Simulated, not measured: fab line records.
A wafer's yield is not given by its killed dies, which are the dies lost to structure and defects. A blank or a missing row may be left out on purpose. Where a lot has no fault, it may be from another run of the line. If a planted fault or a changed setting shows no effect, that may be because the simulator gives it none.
Which of the tools did it? -- flow nand_harc -- 21 wafers sampled from 7 lots at 1 step of a route of 1302

## WHAT THE GAUGES SHOWED, per wafer
NHARC_A_M1_INSPECT_27.
lot,measured,on,raw_defect_count
L567,day 23 03:49,defect_inspect-01,340 452 457
L568,day 24 12:45,defect_inspect-01,395 315 366
L573,day 25 16:40,defect_inspect-02,424 516 445
L574,day 26 07:53,defect_inspect-02,367 435 389
L575,day 27 17:30,defect_inspect-02,419 525 345
L582,day 29 15:45,defect_inspect-02,651 424 559
L583,day 30 16:16,defect_inspect-01,428 698 449

## TOOL THAT RAN EACH LOT (tool first, then ch and the chambers of the sampled wafers, then the start)
There is no process step in the record ahead of these readings.

## THE ANSWER, worked out from the rows above alone
Rule: usual is defined by the lots themselves. Put in order of their means at a reading, lots are off if they are a third of the lots or fewer, leave a main group of 4 or more, and stand apart from it by a gap of 3 or more times the standard deviation of the main group's means; of several such gaps the widest counts. The tables above print the reading to a certain number of digits; a main group whose means all agree to those digits is not used. Also off: a lot with no number at a reading for which 4 or more lots have one. Where the step has rows for the other lots, those lots are counted as sound.
Nothing can be told from this: no lot is off at any reading shown.

## WHAT THE SIMULATOR HAD INSERTED
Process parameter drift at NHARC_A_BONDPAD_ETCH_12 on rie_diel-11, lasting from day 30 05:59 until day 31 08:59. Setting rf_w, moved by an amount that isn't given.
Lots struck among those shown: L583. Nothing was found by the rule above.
